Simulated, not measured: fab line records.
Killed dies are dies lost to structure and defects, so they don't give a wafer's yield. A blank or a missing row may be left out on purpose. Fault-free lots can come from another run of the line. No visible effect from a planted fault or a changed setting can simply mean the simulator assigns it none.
fab line records + flow nand-harc
record
- lots=6
- wafers=18
- last-day=32
route steps=1302 shown P_M0@282 P_M1@285 END@1302
lots untouched by any fault: they come from a run of this same line in which no faults occurred
start-h: hours from the record's first day to the start of the lot's first wafer shown + wait-h: hours elapsed since this lot's preceding step + " same as the row above + L1.1+2: a row that stands for several wafers + - value missing, or start not given + * or withheld: withheld + < > ~ a bound
route shown NAME@n: NAME is a module with steps in the file, n the number in the route of the first one + usual: mean/standard deviation taken from wafers without a fault + same: alike in all rows + chamber/n: place in a boat + sites: readings site by site + _std_site: the standard deviation of these + _edge_site: mean of outer sites minus mean of inner sites + radius-mm: how far each site lies from the wafer's centre + mask NAME#n: copy n + behind: the tool/chamber that last shaped the wafer + hold: reason for holding the lot/hours on hold/outcome of the hold + device: the transistor (n, p or np) that didn't switch + end of line: tests of these same wafers at the route's end + a step given without rows: its recipe and nothing more + killed: dies lost to structure and defects at the first sort, not the wafer's yield + map: per-die view of a wafer (x killed, . not killed, _ where there is no die)
set.NAME: the setting the step ran with; set.NAME@STEP: the setting that earlier step ran with + model.NAME: the simulator's own value behind a step, which no gauge read
lots seen at some steps along the route; tables by step, rows by wafer
services: from which hour (start-h, from the record's first day; less than 0 if before it) a tool's chamber was out of use, for how many hours, and why
## steps
# step NHARC_P_M0_INSPECT_27
# usual
- raw-defect-count=277/110
| lot.wafer | tool              | chamber | start-h | wait-h | raw-defect-count |
|-----------|-------------------|---------|---------|--------|------------------|
| L255.1    | defect-inspect-01 | -       | 140.04  | 0.0    | 171              |
| L255.4    | "                 | -       | "       | "      | 181              |
| L255.5    | "                 | -       | "       | "      | 222              |
| L260.2    | defect-inspect-01 | -       | 198.58  | 0.0    | 265              |
| L260.4    | "                 | -       | "       | "      | 178              |
| L260.5    | "                 | -       | "       | "      | 226              |
| L262.1    | defect-inspect-02 | -       | 213.00  | 0.0    | 255              |
| L262.3    | "                 | -       | "       | "      | 701              |
| L262.6    | "                 | -       | "       | "      | 249              |
| L268.3    | defect-inspect-02 | -       | 270.78  | 0.0    | 351              |
| L268.4    | "                 | -       | "       | "      | 375              |
| L268.6    | "                 | -       | "       | "      | 441              |
| L271.2    | defect-inspect-01 | -       | 308.44  | 0.0    | 289              |
| L271.3    | "                 | -       | "       | "      | 206              |
| L271.5    | "                 | -       | "       | "      | 238              |
| L273.1    | defect-inspect-02 | -       | 324.39  | 0.0    | 254              |
| L273.2    | "                 | -       | "       | "      | 388              |
| L273.5    | "                 | -       | "       | "      | 296              |
# step NHARC_P_M0_PRE_CLEAN_31
# recipe
- time-s=12
- temp-c=370
- rf-power-w=300
- gas=NH3
# usual
- heater-power-w=641/96
| lot.wafer | tool     | chamber | start-h | wait-h | heater-power-w |
|-----------|----------|---------|---------|--------|----------------|
| L255.1    | pecvd-03 | 2       | 140.34  | 0.3    | 878            |
| L255.4    | "        | 1       | "       | "      | 610            |
| L255.5    | "        | 2       | "       | "      | 854            |
| L260.2    | pecvd-02 | 1       | 198.65  | 0.1    | 657            |
| L260.5    | "        | 2       | "       | "      | 508            |
| L260.4    | "        | 0       | "       | "      | 783            |
| L262.1    | pecvd-01 | 2       | 213.09  | 0.1    | 658            |
| L262.3    | "        | 0       | "       | "      | 585            |
| L262.6    | "        | 0       | "       | "      | 585            |
| L268.3    | pecvd-03 | 2       | 270.87  | 0.1    | 766            |
| L268.4    | "        | 1       | "       | "      | 640            |
| L268.6    | "        | 2       | "       | "      | 782            |
| L271.2    | pecvd-02 | 1       | 308.50  | 0.1    | 650            |
| L271.3    | "        | 0       | "       | "      | 690            |
| L271.5    | "        | 1       | "       | "      | 673            |
| L273.2    | pecvd-01 | 1       | 324.47  | 0.1    | 517            |
| L273.1    | "        | 2       | "       | "      | 545            |
| L273.5    | "        | 1       | "       | "      | 532            |
# step NHARC_P_M0_DEP_32
# recipe
- target-thk-a=300
- temp-c=370
- target-thk-nm=30
- pressure-torr=3
- flow-sccm=200
- rf-w=450
- material=SiCN
# usual
- heater-power-w=595/95
- showerhead-vpp-V=1322/77
| lot.wafer | tool     | chamber | start-h | wait-h | heater-power-w | showerhead-vpp-V |
|-----------|----------|---------|---------|--------|----------------|------------------|
| L255.1    | pecvd-03 | 2       | 140.48  | 0.1    | 783            | 1320             |
| L255.4    | "        | 1       | "       | "      | 512            | 1394             |
| L255.5    | "        | 2       | "       | "      | 810            | 1342             |
| L260.2    | pecvd-02 | 1       | 198.73  | 0.1    | 588            | 1360             |
| L260.5    | "        | 2       | "       | "      | 451            | 1426             |
| L260.4    | "        | 0       | "       | "      | 689            | 1201             |
| L262.1    | pecvd-01 | 2       | 213.26  | 0.1    | 546            | 1300             |
| L262.3    | "        | 0       | "       | "      | 558            | 1340             |
| L262.6    | "        | 0       | "       | "      | 573            | 1336             |
| L268.3    | pecvd-03 | 2       | 271.01  | 0.1    | 801            | 1326             |
| L268.4    | "        | 1       | "       | "      | 538            | 1402             |
| L268.6    | "        | 2       | "       | "      | 787            | 1304             |
| L271.2    | pecvd-02 | 1       | 308.58  | 0.1    | 695            | 1376             |
| L271.3    | "        | 0       | "       | "      | 734            | 1199             |
| L271.5    | "        | 1       | "       | "      | 690            | 1352             |
| L273.2    | pecvd-01 | 1       | 324.58  | 0.1    | 504            | 1351             |
| L273.1    | "        | 2       | "       | "      | 532            | 1286             |
| L273.5    | "        | 1       | "       | "      | 523            | 1377             |
# step NHARC_P_M1_DEP_00
# recipe
- target-thk-a=1825
- target-thk-nm=182.5
- temp-c=withheld
- pressure-torr=5
- flow-sccm=200
- rf-w=600
- material=SiOC
# step NHARC_P_M1_DEHYDRATE_01
# recipe
- temp-c=150
- time-s=120
# step NHARC_P_M1_HMDS_02
# recipe
- time-s=30
# step NHARC_P_M1_COAT_34
# recipe
- temp-c=200
- time-s=65
# step NHARC_P_M1_COAT_03
# recipe
- spin-rpm=1500
- resist-thk-nm=90
# step NHARC_P_M1_SOFTBAKE_04
# recipe
- temp-c=105
- time-s=55
# step NHARC_P_M1_EBR_05
# step NHARC_P_M1_EXPOSE_06
# recipe
- na=1.35
- target-cd-nm=130
- dose-mj=81.88
- mask-id=P_M1
# step NHARC_P_M1_PEB_07
# recipe
- peb-temp-c=100
- peb-time-s=65
# step NHARC_P_M1_DEVELOP_08
# recipe
- develop-time-s=35
- dev-temp-c=23
# usual
- developer-temp-C=23.01/0.11
- exhaust-pa=45.0/0.94
| lot.wafer | tool           | chamber | start-h | wait-h | developer-temp-C | exhaust-pa |
|-----------|----------------|---------|---------|--------|------------------|------------|
| L255.1    | litho-track-04 | 0       | 141     | -      | 22.84            | 45.9       |
| L255.4    | "              | 0       | "       | "      | 23.02            | 45.5       |
| L255.5    | "              | 0       | "       | "      | 22.99            | 45.4       |
| L260.2    | litho-track-04 | 0       | 199     | -      | 24.14            | 42.7       |
| L260.4    | "              | 0       | "       | "      | 24.07            | 44.6       |
| L260.5    | "              | 0       | "       | "      | 24.05            | 44.1       |
| L262.1    | litho-track-04 | 0       | 214     | -      | 24.00            | 44.6       |
| L262.3    | "              | 0       | "       | "      | 23.84            | 43.0       |
| L262.6    | "              | 0       | "       | "      | 23.96            | 42.9       |
| L268.3    | litho-track-01 | 0       | 271     | -      | 22.87            | 44.9       |
| L268.4    | "              | 0       | "       | "      | 22.83            | 44.3       |
| L268.6    | "              | 0       | "       | "      | 22.99            | 45.6       |
| L271.2    | litho-track-06 | 0       | 309     | -      | 23.03            | 46.1       |
| L271.3    | "              | 0       | "       | "      | 23.10            | 45.5       |
| L271.5    | "              | 0       | "       | "      | 22.96            | 45.7       |
| L273.1    | litho-track-06 | 0       | 325     | -      | 23.05            | 43.1       |
| L273.2    | "              | 0       | "       | "      | 23.03            | 44.8       |
| L273.5    | "              | 0       | "       | "      | 23.00            | 43.9       |
# step NHARC_P_M1_CD_MEAS_09
# recipe
- target-cd-nm=130
- landing-energy-ev=500
# usual
- cd-nm=129.9/0.45
| lot.wafer | tool      | chamber | start-h | wait-h | cd-nm |
|-----------|-----------|---------|---------|--------|-------|
| L255.1    | cd-sem-03 | 0       | 141.51  | -      | 130.5 |
| L255.4    | "         | 0       | "       | "      | 130.0 |
| L255.5    | "         | 0       | "       | "      | 130.4 |
| L260.2    | cd-sem-03 | 0       | 199.98  | -      | 129.7 |
| L260.4    | "         | 0       | "       | "      | 130.6 |
| L260.5    | "         | 0       | "       | "      | 129.8 |
| L262.1    | cd-sem-01 | 0       | 214.44  | -      | 129.9 |
| L262.3    | "         | 0       | "       | "      | 129.1 |
| L262.6    | "         | 0       | "       | "      | 129.6 |
| L268.3    | cd-sem-03 | 0       | 272.05  | -      | 129.7 |
| L268.4    | "         | 0       | "       | "      | 130.6 |
| L268.6    | "         | 0       | "       | "      | 130.0 |
| L271.2    | cd-sem-03 | 0       | 309.83  | -      | 129.4 |
| L271.3    | "         | 0       | "       | "      | 129.0 |
| L271.5    | "         | 0       | "       | "      | 129.2 |
| L273.1    | cd-sem-01 | 0       | 325.66  | -      | 129.5 |
| L273.2    | "         | 0       | "       | "      | 129.8 |
| L273.5    | "         | 0       | "       | "      | 130.7 |
# step NHARC_END_SORT_01
# recipe
- temp-c=25
# usual
- defect-limited-yield=90.8/2.2
- killed-at-array=58/15
- killed-at-other=0.8/1.2
- killed-at-periphery=3.5/2.5
- killed-dies=62/15
- killed-open=3.2/1.7
- killed-short=2.4/1.5
# same
- gross-dies=677
| lot.wafer | tool      | chamber | start-h | wait-h | defect-limited-yield[%] | killed-at-array | killed-at-other | killed-at-periphery | killed-dies | killed-open | killed-short |
|-----------|-----------|---------|---------|--------|-------------------------|-----------------|-----------------|---------------------|-------------|-------------|--------------|
| L255.1    | prober-01 | 0       | 565.98  | 2.5    | 90.4                    | 58              | 0               | 7                   | 65          | 3           | 3            |
| L255.4    | prober-01 | 0       | 568.40  | 3.4    | 89.1                    | 69              | 0               | 5                   | 74          | 1           | 4            |
| L255.5    | prober-01 | 0       | 569.20  | 3.7    | 91.1                    | 55              | 0               | 5                   | 60          | 3           | 4            |
| L262.1    | prober-01 | 0       | 638.96  | 2.5    | 90.1                    | 59              | 0               | 8                   | 67          | 3           | 5            |
| L262.3    | prober-01 | 0       | 640.57  | 3.1    | 90.0                    | 57              | 0               | 11                  | 68          | 1           | 2            |
| L262.6    | prober-01 | 0       | 642.98  | 4.0    | 91.3                    | 50              | 2               | 7                   | 59          | 2           | 2            |
| L260.2    | prober-02 | 0       | 644.93  | 2.8    | 89.7                    | 64              | 2               | 4                   | 70          | 3           | 5            |
| L260.4    | prober-02 | 0       | 646.54  | 3.4    | 91.3                    | 54              | 0               | 5                   | 59          | 3           | 2            |
| L260.5    | prober-02 | 0       | 647.34  | 3.7    | 90.3                    | 58              | 0               | 8                   | 66          | 3           | 3            |
| L268.3    | prober-01 | 0       | 709.57  | 3.1    | 90.3                    | 60              | 2               | 4                   | 66          | 6           | 6            |
| L268.4    | prober-01 | 0       | 710.36  | 3.4    | 92.2                    | 51              | 0               | 2                   | 53          | 4           | 2            |
| L268.6    | prober-01 | 0       | 711.94  | 4.0    | 90.5                    | 61              | 1               | 2                   | 64          | 2           | 3            |
| L271.2    | prober-02 | 0       | 750.77  | 2.8    | 91.4                    | 51              | 0               | 7                   | 58          | 4           | 3            |
| L271.3    | prober-02 | 0       | 751.57  | 3.1    | 93.1                    | 42              | 0               | 5                   | 47          | 7           | 3            |
| L271.5    | prober-02 | 0       | 753.19  | 3.7    | 92.3                    | 44              | 1               | 7                   | 52          | 3           | 0            |
| L273.1    | prober-01 | 0       | 761.60  | 2.5    | 89.2                    | 70              | 0               | 3                   | 73          | 5           | 4            |
| L273.2    | prober-01 | 0       | 762.40  | 2.8    | 90.8                    | 55              | 2               | 5                   | 62          | 7           | 2            |
| L273.5    | prober-01 | 0       | 764.81  | 3.7    | 90.8                    | 60              | 1               | 1                   | 62          | 2           | 2            |
# killed by level:class
L255.1 A_CHANNEL_HOLE_D1:chamber-film-flake=32 A_SLIT:chamber-film-flake=20 P_CONTACT:chamber-film-flake=2 P_M2:chamber-film-flake=2 A_CHANNEL_HOLE_D2:chamber-film-flake=2 P_CONTACT:geometric-particle:open=1 P_M0:geometric-particle:open=1 P_M1:geometric-particle:short=1
L255.4 A_CHANNEL_HOLE_D1:chamber-film-flake=32 A_SLIT:chamber-film-flake=20 A_CONTACT:chamber-film-flake=5 A_CHANNEL_HOLE_D2:chamber-film-flake=4 A_CHANNEL_FILL_D1:geometric-particle:short=2 P_M2:chamber-film-flake=2 A_CHANNEL_FILL_D1:chamber-film-flake=2 P_M0:geometric-particle:open=1
L255.5 A_CHANNEL_HOLE_D1:chamber-film-flake=26 A_SLIT:chamber-film-flake=15 A_CHANNEL_HOLE_D2:chamber-film-flake=5 A_CONTACT:chamber-film-flake=4 P_M2:chamber-film-flake=3 P_CONTACT:geometric-particle:open=1 P_M2:geometric-particle:short=1 A_ONON_D1:geometric-particle:open=1
L262.1 A_SLIT:chamber-film-flake=30 A_CHANNEL_HOLE_D2:chamber-film-flake=9 P_M1:chamber-film-flake=5 A_STAIRCASE:chamber-film-flake=5 A_CONTACT:chamber-film-flake=3 A_ONON_D1:geometric-particle:short=2 A_CHANNEL_FILL_D1:geometric-particle:short=2 P_GATE:chamber-film-flake=2
L262.3 A_SLIT:chamber-film-flake=29 A_CHANNEL_HOLE_D2:chamber-film-flake=13 P_M1:chamber-film-flake=6 A_STAIRCASE:chamber-film-flake=4 P_GATE:chamber-film-flake=3 A_CONTACT:chamber-film-flake=3 A_CHANNEL_FILL_D2:geometric-particle:short=2 P_ZERO_WELL:chamber-film-flake=2
L262.6 A_SLIT:chamber-film-flake=23 A_CHANNEL_HOLE_D2:chamber-film-flake=11 A_STAIRCASE:chamber-film-flake=8 P_M1:chamber-film-flake=4 P_GATE:chamber-film-flake=2 THIN_TSV:chamber-film-flake=2 A_CHANNEL_FILL_D1:chamber-film-flake=1 A_CHANNEL_FILL_D1:geometric-particle:short=1
L260.2 A_CHANNEL_HOLE_D2:chamber-film-flake=32 A_CONTACT:chamber-film-flake=9 A_STAIRCASE:chamber-film-flake=8 A_SLIT:chamber-film-flake=3 P_ZERO_WELL:chamber-film-flake=2 A_CHANNEL_FILL_D2:chamber-film-flake=2 THIN_TSV:chamber-film-flake=2 A_M1:chamber-film-flake=2
L260.4 A_CHANNEL_HOLE_D2:chamber-film-flake=32 A_CONTACT:chamber-film-flake=8 A_STAIRCASE:chamber-film-flake=6 P_ZERO_WELL:chamber-film-flake=3 A_SLIT:chamber-film-flake=3 P_M0:geometric-particle:open=2 A_CHANNEL_HOLE_D1:chamber-film-flake=2 A_CHANNEL_HOLE_D1:geometric-particle:short=1
L260.5 A_CHANNEL_HOLE_D2:chamber-film-flake=31 A_STAIRCASE:chamber-film-flake=8 A_CHANNEL_HOLE_D1:chamber-film-flake=5 P_ZERO_WELL:chamber-film-flake=3 P_BONDPAD:chamber-film-flake=3 A_CONTACT:chamber-film-flake=3 A_M1:chamber-film-flake=3 A_ONON_D2:geometric-particle:short=2
L268.3 A_SLIT:chamber-film-flake=34 A_CHANNEL_HOLE_D1:chamber-film-flake=5 A_SGD_CUT:chamber-film-flake=5 A_ONON_D1:geometric-particle:open=2 A_WL_FILL:geometric-particle:short=2 P_GATE:chamber-film-flake=2 THIN_TSV:chamber-film-flake=2 P_STI:geometric-particle:short=1
L268.4 A_SLIT:chamber-film-flake=28 A_CHANNEL_HOLE_D1:chamber-film-flake=7 A_CHANNEL_FILL_D2:chamber-film-flake=3 A_STAIRCASE:chamber-film-flake=3 A_SGD_CUT:chamber-film-flake=3 A_DECK1_JOINT:geometric-particle:open=2 P_GATE:geometric-particle:short=1 A_CHANNEL_FILL_D1:geometric-particle:open=1
L268.6 A_SLIT:chamber-film-flake=30 A_CHANNEL_HOLE_D1:chamber-film-flake=10 A_SGD_CUT:chamber-film-flake=9 A_STAIRCASE:chamber-film-flake=4 A_CONTACT:chamber-film-flake=2 A_ONON_D1:geometric-particle:open=1 A_ONON_D2:geometric-particle:short=1 A_ONON_D2:geometric-particle:open=1
L271.2 A_CHANNEL_HOLE_D1:chamber-film-flake=38 P_STI:chamber-film-flake=6 A_SLIT:chamber-film-flake=2 A_STAIRCASE:chamber-film-flake=2 A_ONON_D1:geometric-particle:open=1 A_ONON_D1:geometric-particle:short=1 A_CHANNEL_FILL_D1:geometric-particle:open=1 A_ONON_D2:geometric-particle:open=1
L271.3 A_CHANNEL_HOLE_D1:chamber-film-flake=26 P_STI:chamber-film-flake=3 A_SLIT:chamber-film-flake=3 A_CHANNEL_FILL_D1:geometric-particle:open=2 A_M0:geometric-particle:open=2 P_CONTACT:geometric-particle:open=1 A_SOURCE_PLATE:geometric-particle:short=1 A_ONON_D2:geometric-particle:open=1
L271.5 A_CHANNEL_HOLE_D1:chamber-film-flake=31 A_SLIT:chamber-film-flake=6 P_STI:chamber-film-flake=4 P_CONTACT:geometric-particle:open=3 A_WL_FILL:chamber-film-flake=2 A_CHANNEL_HOLE_D2:chamber-film-flake=1 A_STAIRCASE:chamber-film-flake=1 A_BLC:chamber-film-flake=1
L273.1 A_CHANNEL_HOLE_D2:chamber-film-flake=26 A_CHANNEL_HOLE_D1:chamber-film-flake=12 A_CONTACT:chamber-film-flake=11 A_SLIT:chamber-film-flake=4 A_STAIRCASE:chamber-film-flake=3 A_WL_FILL:chamber-film-flake=3 A_WL_FILL:geometric-particle:short=2 P_GATE:chamber-film-flake=2
L273.2 A_CHANNEL_HOLE_D2:chamber-film-flake=22 A_CHANNEL_HOLE_D1:chamber-film-flake=9 A_CONTACT:chamber-film-flake=9 A_SLIT:chamber-film-flake=4 A_CHANNEL_FILL_D1:chamber-film-flake=3 P_M0:geometric-particle:open=2 THIN_TSV:chamber-film-flake=2 A_STAIRCASE:chamber-film-flake=2
L273.5 A_CHANNEL_HOLE_D2:chamber-film-flake=24 A_CHANNEL_HOLE_D1:chamber-film-flake=11 A_SLIT:chamber-film-flake=8 A_CONTACT:chamber-film-flake=8 A_WL_FILL:chamber-film-flake=3 A_CHANNEL_FILL_D1:geometric-particle:short=2 A_ZERO_WELL:chamber-film-flake=2 P_CONTACT:geometric-particle:open=1
## services
| tool           | chamber | start-h | hours | kind       |
|----------------|---------|---------|-------|------------|
| pecvd-01       | -       | 130.23  | 13.0  | pm         |
| pecvd-01       | 0       | 130.23  | 13.0  | vent-cycle |
| pecvd-01       | 1       | 130.23  | 13.0  | vent-cycle |
| pecvd-01       | 2       | 130.23  | 13.0  | vent-cycle |
| pecvd-01       | 0       | 143.23  | -     | clean      |
| pecvd-01       | 1       | 143.23  | -     | clean      |
| pecvd-01       | 2       | 143.23  | -     | clean      |
| pecvd-01       | 1       | 143.45  | 5.6   | repair     |
| litho-track-01 | -       | 155.00  | 7.0   | pm         |
| litho-track-06 | -       | 179.00  | 7.0   | pm         |
| pecvd-03       | -       | 185.11  | 13.0  | pm         |
| pecvd-03       | 0       | 185.11  | 13.0  | vent-cycle |
| pecvd-03       | 1       | 185.11  | 13.0  | vent-cycle |
| pecvd-03       | 2       | 185.11  | 13.0  | vent-cycle |
| pecvd-01       | -       | 187.88  | 0.6   | repair     |
| pecvd-03       | 0       | 198.11  | -     | clean      |
| pecvd-03       | 1       | 198.11  | -     | clean      |
| pecvd-03       | 2       | 198.11  | -     | clean      |
| litho-track-04 | -       | 203.00  | 7.0   | pm         |
| pecvd-01       | 1       | 212.20  | 16.5  | repair     |
| pecvd-02       | -       | 227.29  | 13.0  | pm         |
| pecvd-02       | 0       | 227.29  | 13.0  | vent-cycle |
| pecvd-02       | -       | 306.57  | 1.1   | repair     |
| pecvd-01       | -       | 311.23  | 13.0  | pm         |
## key
first-sign
- step=NHARC_P_M1_DEVELOP_08
- reading=developer-temp-C
- direction=up
- sigmas=8.8
- usual=*
- struck=*
effect none on later readings
met-at NHARC_P_M1_DEVELOP_08
struck-wafers L260.2,L260.4,L260.5,L262.1,L262.3,L262.6
onset-between 141 199
fault
- kind=process-parameter-drift
- tool=litho-track-04
- chamber=-
- onset-h=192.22
- steps=NHARC_P_M1_DEVELOP_08
- channel=dev-temp-c
- offset=*
- shape=step
- end-h=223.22
- acts-in=*
- stated=*
